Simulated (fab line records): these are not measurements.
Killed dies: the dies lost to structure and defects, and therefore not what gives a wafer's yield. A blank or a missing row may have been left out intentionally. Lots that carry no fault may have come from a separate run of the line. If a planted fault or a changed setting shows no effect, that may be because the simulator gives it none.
Lot-split experiment ; flow n5_finfet ; route with 1938 steps; 7 lots, 21 wafers read

== THE SPLIT ITSELF ==
At N5_BEOL_M2_PECVD_72 (deposits SiO2 from TEOS/O2, target thk 16 nm, time 18 s), the setting time_s was moved away from the recipe's 18 s on 6 of the 21 wafers read, by -14.5% to +15.0%. All remaining wafers had this setting at the recipe value.

The reading is taken at the split's own step.

== THE READING ==
SiO2_of_BEOL_M2_PECVD_72.thk_nm (the simulator's own value, which no gauge read), in nm, at N5_BEOL_M2_PECVD_72 (deposits SiO2 from TEOS/O2, target thk 16 nm, time 18 s). There is no usual value for it anywhere in the file. Across the 15 wafers here that went through the recipe, the average is 16.0 nm and the standard deviation 0.24 nm.

wafer;tool, chamber at the split;time_s as run, s;against the recipe;SiO2_of_BEOL_M2_PECVD_72.thk_nm, nm;against lot-mates on the recipe
L074.1;pecvd-04, 2;18;recipe;15.6;-
L074.4;pecvd-04, 1;20.7;+15.0%;18;+2.4
L074.5;pecvd-04, 0;20.7;+15.0%;18.4;+2.8
L075.3;pecvd-04, 0;18;recipe;16.4;-
L075.4;pecvd-04, 2,1;18;recipe;16.2;-
L075.5;pecvd-04, 2,1;18;recipe;16.2;-
L085.2;pecvd-04, 2;18;recipe;15.6;-
L085.3;pecvd-04, 1;18;recipe;15.8;-
L085.4;pecvd-04, 2;18;recipe;16;-
L086.2;pecvd-03, 2,1;18;recipe;16;-
L086.4;pecvd-03, 2,1;18;recipe;16;-
L086.3;pecvd-03, 1;18;recipe;15.8;-
L089.2;pecvd-04, 0;18;recipe;15.8;-
L089.4;pecvd-04, 0;19.56;+8.7%;17.4;+1.6
L089.5;pecvd-04, 0;19.56;+8.7%;17.4;+1.6
L095.3;pecvd-04, 1,0;18;recipe;16;-
L095.4;pecvd-04, 1,0;18;recipe;16;-
L095.5;pecvd-04, 1;15.39;-14.5%;13.8;-2.2
L096.3;pecvd-02, 2;18;recipe;15.8;-
L096.5;pecvd-02, 0;18.74;+4.1%;16.6;+0.5
L096.6;pecvd-02, 2;18;recipe;16.4;-
When a row names more than one chamber, that row covers several wafers, and the file does not tell which wafer ran in which chamber.

FIT RESULTS
A straight line over all 21 wafers: SiO2_of_BEOL_M2_PECVD_72.thk_nm changes by +0.151 nm for each +1% of time_s; r = +0.97; the points scatter about the line by 0.23 nm.
The same after taking each lot's own level away (the mean of its wafers on the recipe; 21 wafers): +0.168 nm for each +1%; r = +0.99; scatter 0.17 nm.
That fit puts the effect of the largest move of time_s on the reading at 2.5 nm.
From 15.60 to 16.27 nm: that is the span of the lots' own levels, equal to 2.8 times the standard deviation above.
So the lot-to-lot level changes the slope little: the two slopes agree.
Check: for one of the wafers moved furthest among these (+15.0%), held out of the fit, the line's prediction against its lot-mates is +2.59 nm. Against them it came out at +2.4 nm.

== THE FILE'S OWN FIT ==
SiO2_of_BEOL_M2_PECVD_72.thk_nm changes by +0.165 nm for each +1% of time_s, r = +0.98.
